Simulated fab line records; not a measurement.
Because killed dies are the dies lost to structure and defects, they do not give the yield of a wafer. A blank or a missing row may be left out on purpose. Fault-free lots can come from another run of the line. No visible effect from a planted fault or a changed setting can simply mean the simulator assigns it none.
fab line records -- flow nandHarc
[record] lots = 6, wafers = 18, lastDay = 24
route steps=1159 shown P_GATE@118 END@1159
lots untouched by any fault: they come from a run of this same line in which no faults occurred
startH: hours from the record's first day to the start of the lot's first wafer shown -- waitH: hours since the lot's step before -- " as in the row above -- L1.1+2: several wafers, shown together as one row -- - value missing, or start not given -- * or withheld: withheld -- < > ~ a bound
route shown NAME@n: names a module that has steps shown in the file, with the first one's number in the route -- usual: the fault-free wafers' mean and standard deviation -- same: alike in all rows -- chamber/n: place in a boat -- sites: readings site by site -- _std_site: standard deviation of those values -- _edge_site: the outer-site mean with the inner-site mean subtracted -- radiusMm: for every site, how far away it sits from the centre of the wafer -- mask NAME#n: copy n -- behind: the most recent tool/chamber to have shaped the wafer -- hold: cause of the lot's hold/its duration in hours/its outcome -- device: the transistor (n, p or np) that didn't switch -- end of line: the tests these same wafers got at the end of their route -- a step with no rows: only its recipe -- killed: the dies lost at the first sort to structure and to defects; this is not the yield of the wafer -- map: the dies of a wafer, with x for killed, . for not killed, _ for no die there
set.NAME: the run value of the setting; set.NAME@STEP: its run value at that earlier step -- model.NAME: the simulator's own value behind a step, which no gauge read
lots seen at some steps along the route; tables by step, rows by wafer
services: when a tool's chamber went out of use (startH, in hours from the record's first day, below 0 if earlier), for how many hours, and the reason
[[steps]]
[step NHARC_P_GATE_EBR_07]
[step NHARC_P_GATE_EXPOSE_08]
[recipe] na = 0.6, doseMj = 16.75, maskId = P_HV
[step NHARC_P_GATE_PEB_09]
[recipe] pebTempC = 118, pebTimeS = 85
[step NHARC_P_GATE_DEVELOP_10]
[recipe] timeS = 70
[step NHARC_P_GATE_CD_MEAS_11]
[recipe] targetCdNm = 1640, landingEnergyEv = 500
[usual] cdNm = 1639.9/1.7
[same] landingEnergyEv = 500
lot.wafer,tool,chamber,startH,waitH,cdNm
L156.4,cdSem-02,0,76.32,-,1639.3
L156.5,cdSem-02,0,76.32,-,1639.5
L156.6,cdSem-02,0,76.32,-,1639.6
L164.2,cdSem-02,0,120.94,-,1639.7
L164.3,cdSem-02,0,120.94,-,1641.7
L164.6,cdSem-02,0,120.94,-,1638.9
L167.1,cdSem-01,0,133.76,-,1637.8
L167.4,cdSem-01,0,133.76,-,1642.1
L167.6,cdSem-01,0,133.76,-,1640.7
L174.3,cdSem-01,0,183.03,-,1639.0
L174.5,cdSem-01,0,183.03,-,1639.8
L174.6,cdSem-01,0,183.03,-,1639.5
L175.2,cdSem-02,0,183.18,-,1638.9
L175.4,cdSem-02,0,183.18,-,1641.1
L175.5,cdSem-02,0,183.18,-,1638.2
L179.4,cdSem-03,0,208.66,-,1641.0
L179.5,cdSem-03,0,208.66,-,1639.8
L179.6,cdSem-03,0,208.66,-,1640.0
[step NHARC_P_GATE_HARDBAKE_12]
[recipe] tempC = 125, timeS = 80
[step NHARC_P_GATE_DESCUM_13]
[recipe] timeS = 3, o2FlowSccm = 200, arFlowSccm = 0, biasPowerW = 0, chemistry = O2
[usual] drypumpMotorCurrentA = 5.6/0.55, o2FlowSccm = 200.1/0.57, oesProductAu = 1.001/0.0087, rfVppV = 57.9/0.82, showerheadPlenumPTorr = 1.93/0.067, throttleValvePct = 11.311/0.0094
lot.wafer,tool,chamber,startH,waitH,drypumpMotorCurrentA,o2FlowSccm,oesProductAu,rfHoursCounterH,rfVppV,showerheadPlenumPTorr,throttleValvePct
L156.4,rieDiel-11,2,76.50,-,5.6,200.0,0.998,20,57.7,1.82,11.292
L156.5,rieDiel-11,0,76.50,-,6.1,200.2,0.990,-,56.8,1.90,11.309
L156.6,rieDiel-11,1,76.50,-,6.4,199.6,1.013,-,59.1,1.99,11.300
L164.2,rieDiel-11,1,121.11,-,6.4,200.5,0.998,40,58.4,1.98,11.312
L164.3,rieDiel-11,3,121.11,-,5.4,199.9,0.998,38,57.4,1.86,11.319
L164.6,rieDiel-11,1,121.11,-,6.4,200.4,1.001,-,58.5,1.98,11.312
L167.1,rieDiel-03,2,133.94,-,5.6,199.8,1.005,30,58.6,2.03,11.320
L167.4,rieDiel-03,0,133.94,-,5.6,199.4,1.004,30,58.6,2.01,11.302
L167.6,rieDiel-03,1,133.94,-,4.9,200.6,1.012,-,57.7,1.99,11.307
L174.3,rieDiel-11,2,183.26,-,5.6,200.0,1.006,60,59.1,1.81,11.308
L174.5,rieDiel-11,1,183.26,-,6.4,200.1,1.000,-,58.1,1.98,11.309
L174.6,rieDiel-11,2,183.26,-,5.6,200.6,1.000,-,56.6,1.81,11.320
L175.4,rieDiel-02,2,183.42,-,5.4,200.3,0.997,4,58.2,1.90,11.310
L175.2,rieDiel-02,0,183.42,-,4.7,199.1,0.998,5,58.7,1.98,11.301
L175.5,rieDiel-02,3,183.42,-,5.7,199.9,0.991,-,58.1,1.86,11.313
L179.4,rieDiel-03,0,208.81,-,5.6,201.0,0.997,55,58.8,2.00,11.297
L179.5,rieDiel-03,0,208.81,-,5.6,200.0,1.001,-,58.0,2.00,11.322
L179.6,rieDiel-03,1,208.81,-,4.9,199.7,0.988,-,58.7,1.98,11.312
[step NHARC_P_GATE_ETCH_14]
[recipe] targetDepthA = 488, chemistry = dHF, material = SiO2
[step NHARC_P_GATE_STRIP_15]
[recipe] timeS = 780, tempC = 130, chemistry = SPM
[step NHARC_P_GATE_PRECLEAN_71]
[recipe] timeS = *, tempC = 50, bathAgeMin = 0, chemistry = SC1
[step NHARC_P_GATE_SRD_72]
[step NHARC_P_GATE_OXIDE_16]
[recipe] targetThkA = 30, tempC = 875, oxTimeS = 392, material = SiO2
[step NHARC_P_GATE_CVD_17]
[recipe] targetThkA = 1500, tempC = 620, timeS = 900, material = poly-Si
[usual] runLengthS = 901.4/0.4, spikeTcBottomC = 642.3/1.6, spikeTcCentreC = 620.2/1.2, spikeTcTopC = 639.5/1, zonePowerCentrePct = 10.19/0.2, zonePowerLowerPct = 8.60/0.23, zonePowerTopPct = 19.8/1.2
lot.wafer,tool,chamber,startH,waitH,runLengthS,spikeTcBottomC,spikeTcCentreC,spikeTcTopC,zonePowerCentrePct,zonePowerLowerPct,zonePowerTopPct
L156.4,lpcvdPoly-04,0,86.03,2.5,901.4,641.1,621.5,642.1,10.31,8.38,20.7
L156.5,lpcvdPoly-04,0,86.03,2.5,901.4,641.0,620.4,640.7,10.08,8.47,20.5
L156.6,lpcvdPoly-04,0,86.03,2.5,901.4,642.2,618.7,639.9,10.47,8.60,20.4
L164.2,lpcvdPoly-03,0,130.75,2.9,901.1,645.2,619.5,638.0,9.59,8.31,17.4
L164.3,lpcvdPoly-03,0,130.75,2.9,901.1,643.2,621.6,639.0,9.78,8.30,17.2
L164.6,lpcvdPoly-03,0,130.75,2.9,901.1,644.9,620.3,637.5,9.69,8.26,17.3
L167.1,lpcvdPoly-04,0,143.52,2.6,901.4,641.3,621.9,640.1,10.49,8.62,20.8
L167.4,lpcvdPoly-04,0,143.52,2.6,901.4,641.6,621.2,640.5,10.29,8.68,20.4
L167.6,lpcvdPoly-04,0,143.52,2.6,901.4,641.0,620.5,641.2,10.29,8.38,20.7
L174.3,lpcvdPoly-04,-,192.61,2.5,-,-,-,-,-,-,-
L174.5,lpcvdPoly-04,-,192.61,2.5,-,-,-,-,-,-,-
L174.6,lpcvdPoly-04,-,192.61,2.5,-,-,-,-,-,-,-
L175.2,lpcvdPoly-04,-,192.61,2.5,-,-,-,-,-,-,-
L175.4,lpcvdPoly-04,-,192.61,2.5,-,-,-,-,-,-,-
L175.5,lpcvdPoly-04,-,192.61,2.5,-,-,-,-,-,-,-
L179.4,lpcvdPoly-01,0,218.85,2.7,901.6,641.5,620.3,638.4,10.07,8.79,19.0
L179.5,lpcvdPoly-01,0,218.85,2.7,901.6,643.1,618.5,638.5,10.22,8.89,19.0
L179.6,lpcvdPoly-01,0,218.85,2.7,901.6,643.7,619.0,640.0,10.24,8.99,19.1
[step NHARC_P_GATE_HM_DEP_102]
[recipe] targetThkA = 1200, tempC = 400, material = aC
[usual] throttleValvePct = 35.000/0.0091
lot.wafer,tool,chamber,startH,waitH,throttleValvePct
L156.4,aclDep-01,0,88.97,0.7,34.988
L156.5,aclDep-01,0,88.97,0.7,35.018
L156.6,aclDep-01,0,88.97,0.7,34.998
L164.2,aclDep-03,0,134.90,1.9,35.002
L164.3,aclDep-03,0,134.90,1.9,34.998
L164.6,aclDep-03,0,134.90,1.9,34.992
L167.1,aclDep-01,0,147.08,1.4,35.010
L167.4,aclDep-01,0,147.08,1.4,35.003
L167.6,aclDep-01,0,147.08,1.4,34.999
L174.3,aclDep-02,0,195.46,0.6,34.994
L174.5,aclDep-02,0,195.46,0.6,35.004
L174.6,aclDep-02,0,195.46,0.6,35.017
L175.2,aclDep-01,0,195.72,0.9,34.988
L175.4,aclDep-01,0,195.72,0.9,34.998
L175.5,aclDep-01,0,195.72,0.9,34.987
L179.4,aclDep-01,0,222.41,1.3,35.004
L179.5,aclDep-01,0,222.41,1.3,35.006
L179.6,aclDep-01,0,222.41,1.3,34.992
[step NHARC_END_SORT_01]
[recipe] tempC = 25
[usual] killedAtArray = 26/10, killedAtOther = 0.5/0.87, killedAtPeriphery = 3.0/2.5, killedDies = 29/11, killedOpen = 3.3/1.9, killedShort = 1.8/1.5
[same] grossDies = 677
lot.wafer,tool,chamber,startH,waitH,killedAtArray,killedAtOther,killedAtPeriphery,killedDies,killedOpen,killedShort
L174.3,prober-02,0,543.55,3.1,28,0,649,677,4,2
L174.5,prober-02,0,545.14,3.7,29,0,648,677,4,3
L174.6,prober-02,0,545.94,4.0,29,0,648,677,2,1
L175.2,prober-02,0,550.90,2.8,35,2,640,677,4,3
L175.4,prober-02,0,552.49,3.4,37,0,640,677,2,4
L175.5,prober-02,0,553.29,3.7,30,1,646,677,4,2
// killed by level:class
L174.3 P_GATE:areaCvd=646 A_SLIT:chamberFilmFlake=12 A_CHANNEL_HOLE_D1:chamberFilmFlake=6 A_STAIRCASE:chamberFilmFlake=4 A_CONTACT:geometricParticle:open=2 P_GATE:chamberFilmFlake=2 P_GATE:geometricParticle:open=1 A_CHANNEL_FILL_D1:geometricParticle:short=1
L174.5 P_GATE:areaCvd=644 A_SLIT:chamberFilmFlake=13 A_CHANNEL_HOLE_D1:chamberFilmFlake=7 A_STAIRCASE:chamberFilmFlake=4 P_M1:geometricParticle:open=2 P_M0:geometricParticle:short=1 P_M2:geometricParticle:open=1 A_ONON_D1:geometricParticle:short=1
L174.6 P_GATE:areaCvd=648 A_SLIT:chamberFilmFlake=18 A_CHANNEL_HOLE_D1:chamberFilmFlake=5 A_CONTACT:chamberFilmFlake=2 A_CHANNEL_HOLE_D1:geometricParticle:open=1 A_CHANNEL_FILL_D1:geometricParticle:open=1 A_CONTACT:geometricParticle:short=1 A_STAIRCASE:chamberFilmFlake=1
L175.2 P_GATE:areaCvd=639 A_SLIT:chamberFilmFlake=15 A_CHANNEL_HOLE_D1:chamberFilmFlake=4 A_CONTACT:chamberFilmFlake=4 A_M0:chamberFilmFlake=3 A_CONTACT:geometricParticle:open=2 A_STAIRCASE:chamberFilmFlake=2 THIN_TSV:chamberFilmFlake=2
L175.4 P_GATE:areaCvd=639 A_SLIT:chamberFilmFlake=15 A_CHANNEL_HOLE_D1:chamberFilmFlake=6 A_STAIRCASE:chamberFilmFlake=5 A_CONTACT:chamberFilmFlake=4 A_CONTACT:geometricParticle:open=2 A_M0:geometricParticle:short=2 A_CHANNEL_HOLE_D1:geometricParticle:short=1
L175.5 P_GATE:areaCvd=645 A_SLIT:chamberFilmFlake=17 A_CHANNEL_HOLE_D1:chamberFilmFlake=3 A_CONTACT:chamberFilmFlake=3 A_ONON_D1:geometricParticle:open=1 A_ONON_D1:geometricParticle:short=1 A_WL_FILL:geometricParticle:open=1 A_WL_FILL:geometricParticle:short=1
// map L174.3 (x killed, . not)
____________x____________
_________xxxxxxx_________
_______xxxxxxxxxxx_______
______xxxxxxxxxxxxx______
_____xxxxxxxxxxxxxxx_____
____xxxxxxxxxxxxxxxxx____
____xxxxxxxxxxxxxxxxx____
___xxxxxxxxxxxxxxxxxxx___
___xxxxxxxxxxxxxxxxxxx___
__xxxxxxxxxxxxxxxxxxxxx__
__xxxxxxxxxxxxxxxxxxxxx__
_xxxxxxxxxxxxxxxxxxxxxxx_
_xxxxxxxxxxxxxxxxxxxxxxx_
_xxxxxxxxxxxxxxxxxxxxxxx_
_xxxxxxxxxxxxxxxxxxxxxxx_
_xxxxxxxxxxxxxxxxxxxxxxx_
xxxxxxxxxxxxxxxxxxxxxxxxx
xxxxxxxxxxxxxxxxxxxxxxxxx
xxxxxxxxxxxxxxxxxxxxxxxxx
xxxxxxxxxxxxxxxxxxxxxxxxx
xxxxxxxxxxxxxxxxxxxxxxxxx
_xxxxxxxxxxxxxxxxxxxxxxx_
_xxxxxxxxxxxxxxxxxxxxxxx_
_xxxxxxxxxxxxxxxxxxxxxxx_
_xxxxxxxxxxxxxxxxxxxxxxx_
_xxxxxxxxxxxxxxxxxxxxxxx_
__xxxxxxxxxxxxxxxxxxxxx__
__xxxxxxxxxxxxxxxxxxxxx__
___xxxxxxxxxxxxxxxxxxx___
___xxxxxxxxxxxxxxxxxxx___
____xxxxxxxxxxxxxxxxx____
____xxxxxxxxxxxxxxxxx____
_____xxxxxxxxxxxxxxx_____
______xxxxxxxxxxxxx______
_______xxxxxxxxxxx_______
_________xxxxxxx_________
____________x____________
// map L175.2 (x killed, . not)
____________x____________
_________xxxxxxx_________
_______xxxxxxxxxxx_______
______xxxxxxxxxxxxx______
_____xxxxxxxxxxxxxxx_____
____xxxxxxxxxxxxxxxxx____
____xxxxxxxxxxxxxxxxx____
___xxxxxxxxxxxxxxxxxxx___
___xxxxxxxxxxxxxxxxxxx___
__xxxxxxxxxxxxxxxxxxxxx__
__xxxxxxxxxxxxxxxxxxxxx__
_xxxxxxxxxxxxxxxxxxxxxxx_
_xxxxxxxxxxxxxxxxxxxxxxx_
_xxxxxxxxxxxxxxxxxxxxxxx_
_xxxxxxxxxxxxxxxxxxxxxxx_
_xxxxxxxxxxxxxxxxxxxxxxx_
xxxxxxxxxxxxxxxxxxxxxxxxx
xxxxxxxxxxxxxxxxxxxxxxxxx
xxxxxxxxxxxxxxxxxxxxxxxxx
xxxxxxxxxxxxxxxxxxxxxxxxx
xxxxxxxxxxxxxxxxxxxxxxxxx
_xxxxxxxxxxxxxxxxxxxxxxx_
_xxxxxxxxxxxxxxxxxxxxxxx_
_xxxxxxxxxxxxxxxxxxxxxxx_
_xxxxxxxxxxxxxxxxxxxxxxx_
_xxxxxxxxxxxxxxxxxxxxxxx_
__xxxxxxxxxxxxxxxxxxxxx__
__xxxxxxxxxxxxxxxxxxxxx__
___xxxxxxxxxxxxxxxxxxx___
___xxxxxxxxxxxxxxxxxxx___
____xxxxxxxxxxxxxxxxx____
____xxxxxxxxxxxxxxxxx____
_____xxxxxxxxxxxxxxx_____
______xxxxxxxxxxxxx______
_______xxxxxxxxxxx_______
_________xxxxxxx_________
____________x____________
[[services]]
tool,chamber,startH,hours,kind
rieDiel-11,0,55.90,8.9,repair
rieDiel-11,0,70.63,-,clean
rieDiel-11,1,70.63,-,clean
rieDiel-11,2,70.63,-,clean
rieDiel-11,3,70.63,-,clean
rieDiel-02,3,77.09,5.6,repair
rieDiel-11,0,85.66,21.6,repair
rieDiel-11,3,86.57,2.1,repair
rieDiel-11,1,95.16,-,clean
rieDiel-02,2,95.94,13.9,repair
lpcvdPoly-01,-,108.00,26.0,pm
aclDep-01,-,111.00,13.0,pm
rieDiel-03,2,125.38,6.1,repair
rieDiel-03,-,129.29,0.2,repair
rieDiel-03,0,140.09,5.1,repair
rieDiel-02,3,144.75,8.2,repair
rieDiel-02,-,150.70,9.0,pm
aclDep-02,-,167.35,13.0,pm
lpcvdPoly-04,-,171.50,11.7,repair
rieDiel-03,2,175.48,10.4,repair
rieDiel-02,3,184.48,4.1,repair
rieDiel-02,2,186.18,7.2,repair
rieDiel-11,-,189.50,9.0,pm
rieDiel-03,-,215.46,9.0,pm
[[key]]
[firstSign] step = NHARC_P_GATE_CVD_17, reading = toolRecord, direction = missing
[effect] step = NHARC_END_SORT_01, reading = killedAtPeriphery, direction = up, sigmas = 99+, usual = 3.0, struck = 645.2
[moreKillsBornAt] NHARC_P_GATE_CVD_17@lpcvdPoly-04 = 3861
metAt NHARC_P_GATE_CVD_17
struckWafers L174.3,L174.5,L174.6,L175.2,L175.4,L175.5
laterRowsLeftOut L174.3,L174.5,L174.6,L175.2,L175.4,L175.5
testerLeftOut L174,L175
onsetBetween 143.52 192.61
[fault] kind = skippedStepWhole, tool = lpcvdPoly-04, chamber = -, onsetH = 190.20, steps = NHARC_P_GATE_CVD_17, scope = struckLotsOnly
// testerLeftOut: of these lots the tester's yield and bins aren't shown, on N5 and GAA mostly nor the transistor test; their killed dies are dies lost to structure and defects alone, not to doping, threshold or leakage, so they don't give the yield
// laterRowsLeftOut: the simulator's readings of these wafers behind a module that went badly wrong aren't trusted and aren't shown, but for the sort
